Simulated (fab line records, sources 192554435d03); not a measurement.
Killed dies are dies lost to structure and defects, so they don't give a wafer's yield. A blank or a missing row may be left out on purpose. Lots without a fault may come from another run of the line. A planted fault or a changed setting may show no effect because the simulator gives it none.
A struck lot beside a sound one | flow n5_finfet | 37 steps out of a route of 1938
Sound: wafers L194.1, L194.3, L194.4. Struck: wafers L179.2, L179.3, L179.6. The cause comes at the end.
At each step with rows: each side's tool, then ch and its chambers, then its first start. Under that, the readings that differ: sound wafers | struck wafers | difference of the means | sigmas: that difference in standard deviations of wafers without a fault.
alike: readings whose means differ by less than 2 such deviations, and words and numbers that are the same on both sides. not compared: withheld readings, readings that some wafer has no value for, bounds like >300 that may hide the same value, and numbers for which the record gives no deviation and whose values overlap.
The two part at a step that has a row with sigmas, a row that says differs or no value, or rows on one side only. Numbers that don't overlap but have no deviation are shown without sigmas and don't part them. A reading that every wafer of one side lacks parts them only if that side has two wafers or more.

first, 9 steps without rows for these wafers: N5_BEOL_M4_ANNEAL_95 (time 240 s); N5_BEOL_M4_SPUTTER_96 (material Cu, target thk 4.5 nm, time 8.29 s); N5_BEOL_M4_ECD_50 (material Cu, target thk 300 nm); N5_BEOL_M4_ANNEAL_51 (time 90 s); N5_BEOL_M4_CMP_52 (polishes, stops on SiOC, t overpolish 6.8 s, target thk 40 nm); N5_BEOL_M4_PRE_CLEAN_60 (time 15 s); N5_BEOL_M4_CO_CAP_55 (material Co, precursor CCTBA/H2, target thk 2 nm, time 102.1 s); N5_BEOL_M4_PRE_CLEAN_56 (time 15 s); N5_BEOL_M4_DEP_57 (deposits SiCN from 3MS/NH3, target thk 8 nm, time 14 s).
N5_BEOL_M4_RC_MEAS_101:
  sound on prober-01 ch 0, day 13 23:32; struck on prober-01 ch 0, day 10 01:38
  alike: DIBL_N, DIBL_P, IOFF_N, IOFF_P, ION_N, ION_P, SS_N, SS_P, VT_N, VT_P
then, 24 steps without rows for these wafers: N5_BEOL_M5_ILD_DEP_00 (deposits SiCOH lowk from DEMS/porogen, target thk 140.64 nm, time 25.9 s); N5_BEOL_M5_CURE_79 (cures SiCOH lowk, time 240 s); N5_BEOL_M5_PECVD_70 (deposits SiO2 from TEOS/O2, target thk 16 nm, time 18 s); N5_BEOL_M5_HM_DEP_02 (deposits TiN, target thk 20 nm); N5_BEOL_M5_COAT_59 (time 60 s, resist thk 60 nm); N5_BEOL_M5_COAT_60 (time 60 s, resist thk 12 nm); N5_BEOL_M5_COAT_71 (time 60 s, resist thk 5 nm); N5_BEOL_M5_COAT_05 (resist thk 30 nm); N5_BEOL_M5_EBR_07; N5_BEOL_M5_SOFTBAKE_06 (time 60 s); N5_BEOL_M5_EXPOSE_08 (exposes mask M5, target cd 28 nm); N5_BEOL_M5_PEB_09 (peb time 60 s); N5_BEOL_M5_DEVELOP_10 (develop time 30 s); N5_BEOL_M5_DESCUM_16 (chemistry O2, time 7 s); N5_BEOL_M5_ETCH_72 (etches underlayer in N2/H2, target depth 6.5 nm, time 5.2 s); N5_BEOL_M5_ETCH_61 (etches SiARC in CF4, target depth 15.6 nm, time 26 s); N5_BEOL_M5_ETCH_62 (etches SOC in N2/H2, target depth 75 nm, overetch 15 nm, time 112.5 s); N5_BEOL_M5_STRIP_63 (strips in N2/H2); N5_BEOL_M5_STRIP_73 (strips in N2/H2); N5_BEOL_M5_STRIP_64 (strips in CF4); N5_BEOL_M5_HM_OPEN_17 (chemistry Cl2/BCl3, target TiN, target depth 20 nm, overetch 6 nm); N5_BEOL_M5_STRIP_19 (strips in O2); N5_BEOL_M5_COAT_65 (time 60 s, resist thk 60 nm); N5_BEOL_M5_COAT_66 (time 60 s, resist thk 12 nm).
-- the record jumps here: 2 days lie between the struck wafers' starts before and after (it left off in module BEOL_M5 and takes up again in module BEOL_M10, whose first step shown is number 1528 of the route) --
N5_BEOL_M10_ECD_50: material Cu, target thk 318 nm.
  sound on ecd_cu-02 ch 0,1, day 16 15:11; struck on ecd_cu-02 ch 0,1, day 12 10:32
N5_BEOL_M10_CMP_52: polishes, stops on SiCOH lowk, t overpolish 7 s, target thk 140 nm.
  sound on cmp-01 ch 0,1,3, day 16 15:35; struck on cmp-02 ch 0,2,3, day 12 11:51
  reading                | sound    | struck | difference | sigmas
  time_to_endpoint_s (s) | 66 66 66 | 5 3 0  | -63        | -17
  alike: clearing_platen_rpm, head_pressure_psi, motor_current_A, platen_rpm
-- the record jumps here: 2 days lie between the struck wafers' starts before and after (it left off in module BEOL_M10 and takes up again in module PASSIVATION, whose first step shown is number 1936 of the route) --
N5_PASSIVATION_PROBE_49:
  the record has rows for the struck wafers here (prober-02, day 14 18:55) and none for the sound ones

WHERE THEY PART
First at N5_BEOL_M10_CMP_52; last, within this record, at N5_PASSIVATION_PROBE_49.

WHY: what the simulator had put in
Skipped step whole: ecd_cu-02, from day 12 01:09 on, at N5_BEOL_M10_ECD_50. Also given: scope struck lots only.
